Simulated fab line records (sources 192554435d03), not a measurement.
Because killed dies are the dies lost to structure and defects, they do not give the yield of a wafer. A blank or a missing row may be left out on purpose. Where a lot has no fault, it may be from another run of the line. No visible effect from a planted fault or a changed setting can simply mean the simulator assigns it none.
fab line records	flow n5-finfet
[record] lots = 6	wafers = 18	last-day = 16
route steps=1938 shown SDB@348 BEOL_M4@1111 PASSIVATION@1936
lots with no fault: from the same line, run without faults
start-h: the number of hours between the record's first day and the start of the first shown wafer of the lot	wait-h: how many hours have passed since the lot's step before this one	" identical to the entry in the row above	L1.1+2: a single row standing in for several wafers	- no value, or no start given	* or withheld: withheld	< > ~ a bound
route shown NAME@n: NAME is a module with steps in the file, n the number in the route of the first one	usual: mean/standard deviation taken from wafers without a fault	same: alike in all rows	chamber/n: place in a boat	sites: per-site readings	_std_site: how widely they spread, as a standard deviation	_edge_site: outer sites' mean less inner sites'	radius-mm: how far each site lies from the wafer's centre	mask NAME#n: copy n	behind: tool/chamber where the wafer was last shaped	hold: why the lot went on hold/how many hours it stayed there/how the hold came to an end	device: the transistor (n, p or np) that didn't switch	end of line: the route-end tests of the same wafers	a step given without rows: its recipe and nothing more	killed: dies lost to structure and defects at the first sort, not the wafer's yield	map: a wafer's dies, marking killed ones x, the rest . and places with no die _
set.NAME: the setting the step ran with; set.NAME@STEP: the setting that earlier step ran with	model.NAME: the simulator's own value behind a step, which no gauge read
lots at selected steps of the route; one table per step, one row per wafer
services: the hour from which a tool's chamber was out of use, counted from the record's first day as start-h (under 0 if before that day), plus the number of hours and why
[[steps]]
[step N5_SDB_COAT_03]
[recipe] resist = SOC	temp-c = 250	time-s = 60	spin-rpm = 1500	resist-thk-nm = 100
[step N5_SDB_COAT_04]
[recipe] resist = SiARC	temp-c = 220	time-s = 60	spin-rpm = 1500	resist-thk-nm = 18
[step N5_SDB_COAT_05]
[recipe] resist = CAR-ArF	spin-rpm = 1500	resist-thk-nm = 90
[step N5_SDB_EBR_07]
[recipe] solvent = PGMEA	ebr-width-mm = 1.5
[step N5_SDB_SOFTBAKE_06]
[recipe] temp-c = 110	time-s = 60	resist = CAR-ArF
[step N5_SDB_EXPOSE_08]
[recipe] mask-id = SDB	na = 1.35	source-shape = conventional	sigma-outer = 0.5	polarization = unpolarized	dose-mj = 49.6
[step N5_SDB_PEB_09]
[recipe] peb-temp-c = withheld	peb-time-s = 60	resist = CAR-ArF
[step N5_SDB_DEVELOP_10]
[recipe] develop-time-s = 30	developer = TMAH	resist = CAR-ArF	rinse-liquid = diw	dry = air-spin	dev-temp-c = 23
[step N5_SDB_CD_MEAS_11]
[recipe] target-cd-nm = 50	landing-energy-ev = 500	detector = se-inlens	polarity = opening
[usual] cd-nm = 49.4/1.1
lot.wafer	tool	chamber	start-h	wait-h	cd-nm
L379.2	cd-sem-03	0	67.17	-	48.1
L379.4	"	0	"	"	50.6
L379.5	"	0	"	"	49.5
L390.4	cd-sem-02	0	134.50	-	48.7
L390.5	"	0	"	"	49.2
L390.6	"	0	"	"	47.4
L391.3	cd-sem-03	0	138.67	-	50.0
L391.5	"	0	"	"	50.1
L391.6	"	0	"	"	49.8
L394.1	cd-sem-01	0	156.69	-	50.0
L394.3	"	0	"	"	50.0
L394.4	"	0	"	"	50.0
L396.3	cd-sem-03	0	167.30	-	48.4
L396.4	"	0	"	"	48.6
L396.5	"	0	"	"	47.5
L400.3	cd-sem-03	0	192.15	-	49.7
L400.4	"	0	"	"	49.2
L400.5	"	0	"	"	49.5
[step N5_SDB_OVL_MEAS_12]
[recipe] points-per-wafer = 44
[usual] SDB_OVL = 0.3/0.76
lot.wafer	tool	chamber	start-h	wait-h	SDB_OVL[nm]
L379.2	overlay-02	0	67.20	0.0	0.2
L379.4	"	0	"	"	0.8
L379.5	"	0	"	"	0.4
L390.4	overlay-02	0	134.53	0.0	0.3
L390.5	"	0	"	"	-0.3
L390.6	"	0	"	"	0.6
L391.3	overlay-02	0	138.69	0.0	-1.2
L391.5	"	0	"	"	-0.6
L391.6	"	0	"	"	1.2
L394.1	overlay-01	0	156.72	0.0	1.1
L394.3	"	0	"	"	1.0
L394.4	"	0	"	"	0.4
L396.3	overlay-02	0	167.32	0.0	0.2
L396.4	"	0	"	"	1.4
L396.5	"	0	"	"	1.0
L400.3	overlay-02	0	192.18	0.0	-1.8
L400.4	"	0	"	"	-0.7
L400.5	"	0	"	"	-1.5
[step N5_SDB_INSPECT_13]
[recipe] mode = adi	inspect-instrument = brightfield
[usual] raw-defect-count = 69/28
lot.wafer	tool	chamber	start-h	wait-h	raw-defect-count
L379.2	defect-inspect-01	-	67.23	0.0	106
L379.4	"	-	"	"	50
L379.5	"	-	"	"	73
L390.4	defect-inspect-01	-	134.55	0.0	32
L390.5	"	-	"	"	53
L390.6	"	-	"	"	24
L391.3	defect-inspect-01	-	138.72	0.0	56
L391.5	"	-	"	"	37
L391.6	"	-	"	"	54
L394.1	defect-inspect-01	-	156.74	0.0	35
L394.3	"	-	"	"	75
L394.4	"	-	"	"	112
L396.3	defect-inspect-02	-	167.35	0.0	37
L396.4	"	-	"	"	78
L396.5	"	-	"	"	71
L400.3	defect-inspect-02	-	192.21	0.0	36
L400.4	"	-	"	"	32
L400.5	"	-	"	"	57
[step N5_SDB_DESCUM_16]
[recipe] chemistry = O2	time-s = 7.9	source-power-w = 50	bias-power-w = 20	pressure-mtorr = 20	rf-frequency-hz = 2.712e+07	temp-c = 40	resist = CAR-ArF	o2-flow-sccm = 225
[usual] drypump-motor-current-A = 5.6/0.44	oes-product-au = 0.76/0.085	rf-vpp-V = 243.0/1.3	showerhead-plenum-p-Torr = 2.09/0.068	throttle-valve-pct = 20.44/0.23
lot.wafer	tool	chamber	start-h	wait-h	drypump-motor-current-A	oes-product-au	rf-hours-counter-h	rf-vpp-V	showerhead-plenum-p-Torr	throttle-valve-pct
L379.2	rie-diel-03	1	67.26	0.0	5.2	0.68	231	244.6	2.18	20.91
L379.4	"	1	"	"	5.3	0.68	-	244.2	2.18	20.91
L379.5	"	0	"	"	6.1	0.86	-	243.2	2.05	20.48
L390.4	rie-diel-05	2	135.16	0.6	5.6	0.77	-	245.0	2.18	20.09
L390.5	"	1	"	"	5.2	0.74	-	243.7	2.08	20.41
L390.6	"	0	"	"	5.6	0.72	-	243.1	2.08	20.46
L391.3	rie-diel-05	1	138.75	0.0	5.2	0.73	171	244.8	2.08	20.41
L391.5	"	2	"	"	5.7	0.77	-	244.0	2.18	20.09
L391.6	"	0	"	"	5.7	0.73	-	244.2	2.07	20.46
L394.1	rie-diel-06	0	156.95	0.2	5.0	0.70	225	242.8	2.18	20.79
L394.3	"	1	"	"	5.4	0.77	127	242.3	2.09	20.11
L394.4	"	3	"	"	6.4	0.72	189	241.9	1.99	20.32
L396.3	rie-diel-05	2	167.40	0.1	5.7	0.74	186	243.8	2.18	20.11
L396.4	"	1	"	"	5.2	0.72	182	242.3	2.08	20.43
L396.5	"	0	"	"	5.7	0.72	-	243.6	2.07	20.47
L400.3	rie-diel-06	1	192.24	0.0	5.4	0.75	143	243.4	2.08	20.13
L400.4	"	3	"	"	6.4	0.71	205	241.7	1.99	20.34
L400.5	"	3	"	"	6.4	0.71	-	242.5	1.99	20.34
[step N5_SDB_ETCH_17]
[recipe] chemistry = CF4	target = SiARC	target-depth-a = 234	mask-material = CAR-ArF	time-s = 39	ion-energy-ev = 80	pressure-mtorr = 40	source-w = 545	bias-w = 36	Ar_flow_sccm = 100	cf4-flow-sccm = 100	ends = cleared
[usual] bias-w = 35.99/0.11	drypump-motor-current-A = 5.6/0.44	etch-rf-on-time-s = 38.6/0.92	oes-product-au = 0.66/0.07	rf-vpp-V = 184.0/1.1	showerhead-plenum-p-Torr = 2.13/0.062	throttle-valve-pct = 15.61/0.2
lot.wafer	tool	chamber	start-h	wait-h	bias-w	drypump-motor-current-A	etch-rf-on-time-s	oes-product-au	rf-hours-counter-h	rf-vpp-V	showerhead-plenum-p-Torr	throttle-valve-pct
L379.2	rie-diel-03	1	67.30	0.0	35.92	5.3	38.6	0.58	231	184.1	2.20	15.98
L379.4	"	1	"	"	35.97	5.3	38.5	0.58	-	186.6	2.20	15.97
L379.5	"	0	"	"	35.85	6.1	37.5	0.75	-	183.9	2.09	15.54
L390.4	rie-diel-05	2	135.19	0.0	35.88	5.7	38.2	0.65	-	185.5	2.22	15.33
L390.5	"	1	"	"	36.12	5.2	38.9	0.63	-	184.1	2.13	15.63
L390.6	"	0	"	"	36.21	5.7	38.0	0.63	-	184.4	2.13	15.68
L391.3	rie-diel-05	1	138.79	0.0	38.60	5.2	38.1	0.64	171	191.4	2.13	15.64
L391.5	"	2	"	"	38.32	5.7	37.7	0.65	-	192.2	2.22	15.33
L391.6	"	0	"	"	38.32	5.7	37.4	0.63	-	191.2	2.13	15.67
L394.1	rie-diel-06	0	156.99	0.0	36.03	5.0	40.6	0.60	225	184.2	2.20	15.81
L394.3	"	1	"	"	35.88	5.4	38.3	0.67	127	183.8	2.14	15.32
L394.4	"	3	"	"	36.03	6.5	39.3	0.62	189	184.0	2.04	15.59
L396.3	rie-diel-05	2	167.44	0.0	38.50	5.6	38.6	0.63	187	190.7	2.22	15.35
L396.4	"	1	"	"	38.52	5.2	39.0	0.62	182	191.9	2.12	15.64
L396.5	"	0	"	"	38.34	5.7	38.3	0.62	-	193.1	2.12	15.69
L400.3	rie-diel-06	1	192.27	0.0	35.86	5.4	38.0	0.66	143	183.6	2.14	15.34
L400.4	"	3	"	"	35.95	6.4	38.9	0.61	205	182.8	2.04	15.63
L400.5	"	3	"	"	35.68	6.4	38.9	0.61	-	182.2	2.04	15.62
[step N5_SDB_ETCH_18]
[recipe] chemistry = N2/H2	target = SOC	target-depth-a = 1000	overetch-a = 200	mask-material = SiARC	temp-c = 40	time-s = 150	ion-energy-ev = 200	pressure-mtorr = 30	source-w = 840	bias-w = 150	n2-flow-sccm = 200	h2-flow-sccm = 200
[usual] bias-w = 150.0/0.46	drypump-motor-current-A = 5.6/0.44	oes-product-au = 0.68/0.07	rf-vpp-V = 523.6/2.2	showerhead-plenum-p-Torr = 2.53/0.076	throttle-valve-pct = 17.80/0.23
lot.wafer	tool	chamber	start-h	wait-h	bias-w	drypump-motor-current-A	oes-product-au	rf-hours-counter-h	rf-vpp-V	showerhead-plenum-p-Torr	throttle-valve-pct
L379.2	rie-diel-03	1	67.33	0.0	151.4	5.3	0.60	231	525.8	2.62	18.24
L379.4	"	1	"	"	150.0	5.3	0.60	-	526.1	2.62	18.23
L379.5	"	0	"	"	149.7	6.1	0.76	-	522.5	2.47	17.60
L390.4	rie-diel-05	2	135.28	0.1	150.6	5.7	0.67	-	527.5	2.63	17.47
L390.5	"	1	"	"	150.3	5.2	0.66	-	523.8	2.53	17.88
L390.6	"	0	"	"	150.3	5.7	0.66	-	523.3	2.53	17.83
L391.3	rie-diel-05	1	138.82	0.0	150.3	5.2	0.66	171	524.1	2.53	17.89
L391.5	"	2	"	"	149.7	5.7	0.66	-	527.8	2.63	17.47
L391.6	"	0	"	"	150.5	5.7	0.65	-	522.9	2.52	17.81
L394.1	rie-diel-06	0	157.02	0.0	149.7	5.1	0.64	225	525.2	2.61	18.04
L394.3	"	1	"	"	149.8	5.4	0.70	127	523.2	2.54	17.41
L394.4	"	3	"	"	150.6	6.5	0.65	189	520.4	2.41	17.72
L396.3	rie-diel-05	2	167.47	0.0	150.1	5.6	0.66	187	526.0	2.63	17.48
L396.4	"	1	"	"	150.4	5.2	0.65	182	523.0	2.53	17.92
L396.5	"	0	"	"	149.9	5.7	0.65	-	524.2	2.52	17.83
L400.3	rie-diel-06	1	192.31	0.0	149.4	5.4	0.68	143	524.4	2.53	17.42
L400.4	"	3	"	"	150.9	6.4	0.64	205	520.8	2.41	17.74
L400.5	"	3	"	"	150.2	6.4	0.65	-	520.6	2.41	17.75
[step N5_BEOL_M4_RC_MEAS_101]
[usual] DIBL_N = 35.8/1.8	DIBL_P = 35.6/2	IOFF_N = 0.148/0.028	IOFF_P = 0.20/0.034	ION_N = 672/12	ION_P = 462/8.5	SS_N = 71.2/0.65	SS_P = 73.1/0.67	VT_N = 251/3.3	VT_P = -251/3.8
lot.wafer	tool	chamber	start-h	wait-h	DIBL_N[mV/V]	DIBL_P[mV/V]	IOFF_N[nA/um]	IOFF_P[nA/um]	ION_N[uA/um]	ION_P[uA/um]	SS_N[mV/dec]	SS_P[mV/dec]	VT_N[mV]	VT_P[mV]
L379.2	prober-02	0	159.32	0.2	32.9	34.5	0.131	0.15	678	454	70.7	72.3	253	-257
L379.4	"	0	"	"	35.3	36.7	0.157	0.18	682	457	72.1	72.9	251	-256
L379.5	"	0	"	"	32.1	33.1	0.114	0.14	654	446	71.1	72.3	255	-258
L390.4	prober-01	0	232.01	0.5	34.7	35.5	0.142	0.19	678	463	71.1	72.4	249	-250
L390.5	"	0	"	"	32.9	33.3	0.118	0.16	671	463	70.8	72.7	250	-251
L390.6	"	0	"	"	35.9	36.8	0.151	0.20	670	461	70.8	72.7	249	-252
L391.3	prober-01	0	242.45	0.3	35.0	36.5	0.149	0.22	667	466	71.0	73.6	250	-251
L391.5	"	0	"	"	35.1	36.5	0.157	0.22	676	465	71.2	73.3	248	-248
L391.6	"	0	"	"	35.4	36.0	0.158	0.21	665	458	71.1	73.4	248	-250
L394.1	prober-02	0	261.98	0.0	34.0	33.5	0.135	0.20	668	464	71.5	72.7	252	-248
L394.3	"	0	"	"	35.9	35.7	0.171	0.24	679	466	71.1	74.0	248	-247
L394.4	"	0	"	"	33.3	33.4	0.128	0.21	660	468	70.8	72.4	250	-249
L396.3	prober-02	0	264.51	0.3	33.9	33.7	0.088	0.12	642	441	71.0	72.9	262	-259
L396.4	"	0	"	"	39.0	40.2	0.174	0.21	670	449	72.3	73.7	253	-252
L396.5	"	0	"	"	37.0	36.8	0.135	0.15	655	441	71.7	73.3	256	-257
L400.3	prober-01	0	290.62	0.3	36.1	36.8	0.140	0.20	661	454	71.8	73.3	253	-249
L400.4	"	0	"	"	38.2	38.9	0.176	0.23	672	461	72.2	73.3	248	-251
L400.5	"	0	"	"	36.3	37.5	0.148	0.20	662	455	71.2	74.3	250	-250
[step N5_PASSIVATION_PROBE_49]
[usual] defect-limited-yield = 91.3/1.5	killed_at_M0_to_M3 = 34/11	killed_at_M4_up = 14/6.1	killed-at-contacts = 12/5.9	killed-at-front-end = 39/11	killed-at-other = 4/3.3	killed-dies = 102/18	killed-open = 67/13	killed-short = 33/7.9	sort_bin_5_function = 5.1/1	sort_bin_6_memory = 3.3/0.7	sort_bin_8_speed = 0.1/0.69	sort-n-pass = 1077/19	sort-yield-pct = 91.3/1.6
[same] gross-dies = 1180	killed-at-back-side = 0	sort_bin_4_leakage[%] = 0
lot.wafer	tool	chamber	start-h	wait-h	defect-limited-yield[%]	killed_at_M0_to_M3	killed_at_M4_up	killed-at-contacts	killed-at-front-end	killed-at-other	killed-dies	killed-open	killed-short	sort_bin_5_function[%]	sort_bin_6_memory[%]	sort_bin_8_speed[%]	sort-n-pass	sort-yield-pct[%]
L390.4	prober-01	-	328.22	0.2	93.2	40	10	7	16	7	80	44	35	4.6	2.1	0	1100	93.2
L390.5	prober-01	-	328.27	0.2	89.6	46	16	19	33	9	123	81	40	7.0	3.0	0	1057	89.6
L394.1	prober-01	-	360.51	0.0	95.2	19	4	9	24	1	57	42	15	2.6	2.1	0	1123	95.2
L394.3	prober-01	-	360.61	0.1	91.9	18	6	20	48	3	95	59	36	4.7	3.0	0	1085	91.9
L394.4	prober-01	-	360.66	0.2	93.0	20	7	15	39	2	83	59	20	4.1	2.8	0	1097	93.0
// killed by level:class
L390.4 BEOL_M0_SAQP:geometric-particle:short=9 BEOL_M0_SAQP:geometric-particle:open=7 BEOL_M1:geometric-particle:open=7 BEOL_M4:geometric-particle:open=6 MOL_CONTACT_COAG:geometric-particle:open=5 BEOL_M3:geometric-particle:open=4 FIN_SAQP:geometric-particle:short=3 GATE_CUT:geometric-particle:short=3
L390.5 MOL_CONTACT_COAG:geometric-particle:open=18 BEOL_M0_SAQP:geometric-particle:short=13 STI_FIN_REVEAL:geometric-particle:open=10 BEOL_M4:geometric-particle:open=10 FIN_SAQP:geometric-particle:open=8 GATE_CUT:geometric-particle:short=7 BEOL_M0_SAQP:geometric-particle:open=6 BEOL_M3:geometric-particle:open=6
L394.1 BEOL_M2:geometric-particle:open=9 MOL_CONTACT_COAG:geometric-particle:open=8 FIN_SAQP:geometric-particle:short=7 DUMMY_GATE:geometric-particle:open=6 BEOL_M1:geometric-particle:open=5 DUMMY_GATE:geometric-particle:short=3 STARTING-WAFER:geometric-particle:open=3 STI_FIN_REVEAL:geometric-particle:open=2
L394.3 MOL_CONTACT_COAG:geometric-particle:open=16 FIN_SAQP:geometric-particle:short=8 STI_FIN_REVEAL:geometric-particle:open=8 DUMMY_GATE:geometric-particle:open=7 STARTING-WAFER:geometric-particle:short=7 BEOL_M0_SAQP:geometric-particle:open=5 MOL_CONTACT_COAG:geometric-particle:short=4 GATE_CUT:geometric-particle:short=4
L394.4 DUMMY_GATE:geometric-particle:open=11 MOL_CONTACT_COAG:geometric-particle:open=10 STI_FIN_REVEAL:geometric-particle:open=8 FIN_SAQP:geometric-particle:open=5 BEOL_M2:geometric-particle:open=4 DUMMY_GATE:geometric-particle:short=3 GATE_CUT:geometric-particle:open=3 MOL_CONTACT_COAG:geometric-particle:short=3
[[services]]
tool	chamber	start-h	hours	kind
rie-diel-05	1	45.20	32.4	repair
rie-diel-05	0	48.06	9.0	repair
rie-diel-03	3	60.97	-	clean
rie-diel-03	3	60.97	-	consumable-replace:focus-ring
rie-diel-03	3	60.97	14.1	scheduled-down
rie-diel-03	3	60.97	14.1	vent-cycle
rie-diel-06	3	94.68	12.9	repair
rie-diel-03	1	121.14	-	clean
rie-diel-03	1	121.14	-	consumable-replace:focus-ring
rie-diel-03	1	121.14	33.9	scheduled-down
rie-diel-03	1	121.14	33.9	vent-cycle
rie-diel-05	3	128.67	-	clean
rie-diel-05	3	128.67	-	consumable-replace:focus-ring
rie-diel-05	3	128.67	11.6	scheduled-down
rie-diel-05	3	128.67	11.6	vent-cycle
rie-diel-06	2	158.01	-	clean
rie-diel-06	2	158.01	-	consumable-replace:focus-ring
rie-diel-06	2	158.01	-	consumable-replace:showerhead
rie-diel-06	2	158.01	24.5	scheduled-down
rie-diel-06	2	158.01	24.5	vent-cycle
rie-diel-05	2	169.34	16.3	repair
rie-diel-05	0	170.33	5.8	repair
[[key]]
[first-sign] step = N5_SDB_ETCH_17	reading = bias-w	direction = up	sigmas = 22	usual = *	struck = *
[effect] step = N5_SDB_ETCH_17	reading = rf-vpp-V	direction = up	sigmas = 6.9	usual = 184.0	struck = 191.7
met-at N5_SDB_ETCH_17
struck-wafers L391.3,L391.5,L391.6,L396.3,L396.4,L396.5
onset-between 135.19 138.79
[fault] kind = process-parameter-drift	tool = rie-diel-05	chamber = -	onset-h = 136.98	steps = N5_SDB_ETCH_17	channel = bias-w	offset = *	shape = step	end-h = 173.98	acts-in = *	stated = *
